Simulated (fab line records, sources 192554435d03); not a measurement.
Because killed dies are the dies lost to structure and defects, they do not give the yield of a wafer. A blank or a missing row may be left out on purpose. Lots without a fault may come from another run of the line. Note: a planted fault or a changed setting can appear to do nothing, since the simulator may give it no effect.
Matching of chambers | flow n5-finfet | N5_BEOL_M6_ETCH_62 on rie-diel-02: 4 sister chambers
The step etches SOC in N2/H2, target depth 110 nm, overetch 22 nm, time 165 s. 4 wafers are shown with their chamber, then 11 later ones without.

## WAFERS PAIRED WITH THEIR CHAMBERS
wafer  | chamber | drypump-motor-current-A (A)
L091.4 | 1       | 6.3
L092.1 | 3       | 6.7
L092.2 | 2       | 6.2
L095.2 | 0       | 5.3

## WAFERS WHOSE CHAMBER IS MISSING
wafer  | drypump-motor-current-A (A)
L095.3 | 6.2
L095.6 | 6.3
L093.2 | 6.3
L093.4 | 5.3
L093.5 | 5.3
L096.3 | 5.4
L096.4 | 6.7
L096.6 | 6.2
L097.3 | 5.3
L097.4 | 6.3
L097.5 | 6.2

## WHICH CHAMBER EACH ONE RAN IN
wafer  | from the rows above | in truth
L095.3 | 2                   | 2
L095.6 | 1                   | 1
L093.2 | 1                   | 1
L093.4 | 0                   | 0
L093.5 | 0                   | 0
L096.3 | 0                   | 0
L096.4 | 3                   | 3
L096.6 | 2                   | 2
L097.3 | 0                   | 0
L097.4 | 1                   | 1
L097.5 | 2                   | 2
11 of 11 placed correctly. Not placeable from these rows: 0. Wrongly placed: 0.
How it was worked out, from the rows above alone: a wafer's distance from a chamber is the root of the sum, over the readings, of the square of ((its reading less the chamber's mean) divided by the reading's scatter). If the next closest chamber is less than 2 further off than the closest, the wafer can't be placed; otherwise it belongs to the closest. For every chamber, the mean is computed from those of its wafers that are shown. The scatter: with one shown wafer a chamber, the root of the mean of the squares of how far each hidden wafer lies from its nearest shown one.
